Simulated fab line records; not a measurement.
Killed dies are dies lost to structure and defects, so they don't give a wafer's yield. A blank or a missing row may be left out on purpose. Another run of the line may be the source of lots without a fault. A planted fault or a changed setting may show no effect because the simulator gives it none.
Split-lot trial -- flow n5Finfet -- on a route of 1938 steps: 7 lots, 39 wafers read

THE SPLIT ITSELF
At N5_BEOL_M9_TRENCH_ETCH_37 (etches SiCOH lowk in C4F6/O2, target depth 151.43 nm, time 49 s), the setting targetDepthA was moved away from the recipe's 1514.3 angstrom on 18 of the 39 wafers read, by -35.6% to +57.8%. All remaining wafers had this setting at the recipe value.

FROM THE SPLIT TO THE READING: what the file shows between them, 8 steps
- N5_BEOL_M9_ETCH_41: etches SiCN in CH3F/O2, target depth 36.6 nm, time 70.1 s
- N5_BEOL_M9_STRIP_80: strips in N2/H2, time 10 s
- N5_BEOL_M9_OCD_MEAS_38
- N5_BEOL_M9_HM_STRIP_39: strips TiN in peroxide tin strip, target depth 25 nm, time 158 s
- N5_BEOL_M9_SRD_40: time 30 s
- N5_BEOL_M9_ECD_50: material Cu, target thk 318 nm
- N5_BEOL_M9_ANNEAL_51: time 90 s
- N5_BEOL_M9_CMP_52: polishes, stops on SiCOH lowk, t overpolish 7 s, target thk 140 nm

THE READING
M9_THK, in nm, at N5_BEOL_M9_THK_MEAS_53 (measures by xrf). Fault-free wafers of this fab line usually give 139.7 nm, standard deviation 2.2 nm.

wafer,"tool, chamber at the split","targetDepthA as run, angstrom",against the recipe,"M9_THK, nm",against lot-mates on the recipe
L078.1,"rieDiel-04, 0",1514.3,recipe,141.1,-
L078.2,"rieDiel-04, 1",2288,+51.1%,217.6,+76.0
L078.3,"rieDiel-04, 3",1514.3,recipe,141.9,-
L078.4,"rieDiel-04, 2",2288,+51.1%,209.3,+67.7
L078.5,"rieDiel-04, 1",1514.3,recipe,141.8,-
L078.6,"rieDiel-04, 0",2288,+51.1%,215.5,+73.9
L081.1,"rieDiel-01, 0",1514.3,recipe,140.8,-
L081.2,"rieDiel-01, 2",1186,-21.7%,106.9,-32.3
L081.3,"rieDiel-01, 1",1186,-21.7%,108.8,-30.4
L081.4,"rieDiel-01, 3",1514.3,recipe,136.7,-
L081.5,"rieDiel-01, 1",1186,-21.7%,109.3,-29.9
L081.6,"rieDiel-01, 0",1514.3,recipe,140.2,-
L082.1,"rieDiel-04, 0",1514.3,recipe,140.0,-
L082.2,"rieDiel-04, 3",1865,+23.2%,175.1,+36.3
L082.3,"rieDiel-04, 1",1865,+23.2%,177.8,+39.0
L082.4,"rieDiel-04, 2",1865,+23.2%,171.1,+32.3
L082.5,"rieDiel-04, 2",1514.3,recipe,136.4,-
L082.6,"rieDiel-04, 1",1514.3,recipe,140.1,-
L083.1,"rieDiel-04, 3",1514.3,recipe,140.8,-
L083.2,"rieDiel-04, 2",974.9,-35.6%,83.9,-57.5
L083.3,"rieDiel-04, 1",974.9,-35.6%,86.1,-55.3
L083.4,"rieDiel-04, 0",1514.3,recipe,140.9,-
L083.5,"rieDiel-04, 0",974.9,-35.6%,86.2,-55.2
L083.6,"rieDiel-04, 1",1514.3,recipe,142.5,-
L087.1,"rieDiel-01, 3",1514.3,recipe,139.3,-
L087.2,"rieDiel-01, 0",1514.3,recipe,140.7,-
L087.5,"rieDiel-01, 0",1514.3,recipe,142.8,-
L090.1,"rieDiel-04, 0",2294,+51.5%,219.3,+79.1
L090.2,"rieDiel-04, 3",1514.3,recipe,141.4,-
L090.3,"rieDiel-04, 1",2294,+51.5%,224.4,+84.2
L090.4,"rieDiel-04, 1",1514.3,recipe,141.5,-
L090.5,"rieDiel-04, 3",1514.3,recipe,137.8,-
L090.6,"rieDiel-04, 0",2294,+51.5%,219.6,+79.4
L093.1,"rieDiel-04, 0",1514.3,recipe,139.6,-
L093.2,"rieDiel-04, 2",2390,+57.8%,221.3,+83.0
L093.3,"rieDiel-04, 3",1514.3,recipe,138.1,-
L093.4,"rieDiel-04, 1",2390,+57.8%,227.0,+88.7
L093.5,"rieDiel-04, 3",2390,+57.8%,225.2,+86.9
L093.6,"rieDiel-04, 0",1514.3,recipe,137.1,-

THE FIT
A straight line over all 39 wafers: M9_THK changes by +1.5 nm for each +1% of targetDepthA; r = +1.00; the points scatter about the line by 2.6 nm.
The same after taking each lot's own level away (the mean of its wafers on the recipe; 39 wafers): +1.5 nm for each +1%; r = +1.00; scatter 2.7 nm.
On that fit, the largest move of targetDepthA shifts the reading by 87 nm.
The lots' own levels span 138.27 to 141.60 nm, that is 1.5 times the standard deviation above.
The two slopes are in agreement: the lot-to-lot level therefore moves the slope only a little.
Check: for one of the wafers moved furthest among these (+57.8%), held out of the fit, the line's prediction against its lot-mates is +87.3 nm. It came out at +83 nm against them.

ADDITIONAL SPLITS CARRIED BY THESE WAFERS
Before the reading, these wafers also passed through other splits. Each is held against what the fit with the lots' levels taken away leaves over:
other split on the same wafers,wafers away from the commonest value,r with M9_THK (lot level and that fit taken away)
N5_BEOL_M0_SAQP_SPACER2_ETCHBACK_27 timeS,15,-0.13

THE WHOLE CHAIN: every reading that the file lists as answering this split, in the file's order
step,what it does,reading,change (the file's fit),r (the file's)
N5_BEOL_M9_TRENCH_ETCH_37,"etches SiCOH lowk in C4F6/O2, target depth 151.43 nm, time 49 s","BEOL_M9.featureDepthNm (the simulator's own value, which no gauge read)",+1.5 nm for each +1% of the setting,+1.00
N5_BEOL_M9_TRENCH_ETCH_37,"etches SiCOH lowk in C4F6/O2, target depth 151.43 nm, time 49 s","etch.depthNm (the simulator's own value, which no gauge read)",+1.5 nm for each +1% of the setting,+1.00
N5_BEOL_M9_TRENCH_ETCH_37,"etches SiCOH lowk in C4F6/O2, target depth 151.43 nm, time 49 s","TiN_of_BEOL_M9_HM_DEP_02.thkNm (the simulator's own value, which no gauge read)",-0.0422 nm for each +1% of the setting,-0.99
N5_BEOL_M9_OCD_MEAS_38,,trenchDepthNm,+1.49 nm for each +1% of the setting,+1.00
N5_BEOL_M9_CMP_52,"polishes, stops on SiCOH lowk, t overpolish 7 s, target thk 140 nm","Cu_of_BEOL_M9_ECD_50.thkNm (the simulator's own value, which no gauge read)",+1.5 nm for each +1% of the setting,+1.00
N5_BEOL_M9_THK_MEAS_53,measures by xrf,M9_THK,+1.5 for each +1% of the setting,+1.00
N5_BEOL_M9_RS_MEAS_57,measures by four-point-probe,M9_RS,"not straight: 0.2666 at the lowest setting, 0.1513 at the recipe, 0.0898 at the highest",not given

FILE'S OWN FIT
M9_THK changes by +1.5 nm for each +1% of targetDepthA, r = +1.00.
